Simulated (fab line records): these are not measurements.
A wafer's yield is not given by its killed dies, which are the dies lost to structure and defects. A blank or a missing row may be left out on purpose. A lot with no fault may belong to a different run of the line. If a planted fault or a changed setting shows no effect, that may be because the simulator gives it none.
One fault through the eyes of 2 desks | flow nand_harc | only its own numbers are on each desk; what lay behind them is given at the end

== THE DEFECT DESK ==
Counts from the inspections along the route, per lot, as means over the sampled wafers that have a number. The brackets show how far a lot's mean lies from the usual mean; more than 4 standard deviations puts the lot out of limits, marked OUT.
Columns: A = raw_defect_count at NHARC_A_SOURCE_PLATE_INSPECT_08, usual 55
lot  | first seen here | A
L900 | day 7 10:35     | 28
L901 | day 8 03:37     | 46
L902 | day 8 08:50     | 45
L903 | day 8 22:29     | 55
L904 | day 9 07:16     | 57
L905 | day 9 22:34     | 67
L915 | day 14 04:28    | 34
L916 | day 14 10:23    | 31
L917 | day 14 21:14    | 78
L918 | day 15 09:22    | 51
L920 | day 15 19:56    | 38
L921 | day 16 07:27    | 108
L922 | day 16 22:19    | 63
L923 | day 17 06:52    | 65
Result from this desk: across the 14 lots, nothing is out of limits.

== FROM THE METROLOGY DESK ==
What the gauges read for every lot (on any tool): the sampled wafers with a number, averaged. The brackets show how far a lot's mean lies from the usual mean; more than 4 standard deviations puts the lot out of limits, marked OUT.
Columns: A = thk_nm at NHARC_A_ONON_D1_THK_MEAS_11, usual 997 nm
lot  | first seen here | A
L900 | day 7 12:52     | 985
L901 | day 8 05:54     | 1000
L902 | day 8 11:06     | 989
L903 | day 9 00:54     | 994
L904 | day 9 09:34     | 987
L905 | day 10 00:50    | 993
L915 | day 14 06:46    | 1279 (+28) OUT
L916 | day 14 12:39    | 1183 (+19) OUT
L917 | day 14 23:31    | 990
L918 | day 15 11:38    | 998
L920 | day 15 22:25    | 1005
L921 | day 16 09:43    | 1006
L922 | day 17 00:35    | 993
L923 | day 17 09:08    | 986
Finding of this desk: L915, L916 out of limits; the first was L915 at day 14 06:46, on thk_nm at NHARC_A_ONON_D1_THK_MEAS_11. Within limits: L900, L901, L902, L903, L904, L905, L917, L918, L920, L921, L922, L923.

== PUT TOGETHER ==
At day 14 06:46 the metrology desk could have sounded an alarm, on L915, L916.
No out-of-limits result turned up at the defect desk.
The defect desk has L915, L916 on record, within its limits.
All the named lots went through NHARC_A_ONON_D1_DEP_09 on pecvd_onon-02.

== WHAT THE SIMULATOR HAD PUT IN ==
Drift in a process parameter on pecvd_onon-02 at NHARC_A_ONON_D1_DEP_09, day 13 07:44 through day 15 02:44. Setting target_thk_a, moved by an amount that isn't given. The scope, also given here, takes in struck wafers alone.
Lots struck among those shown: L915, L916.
Delay in hours, fault start to first out-of-limits reading, per desk: metrology desk 23.
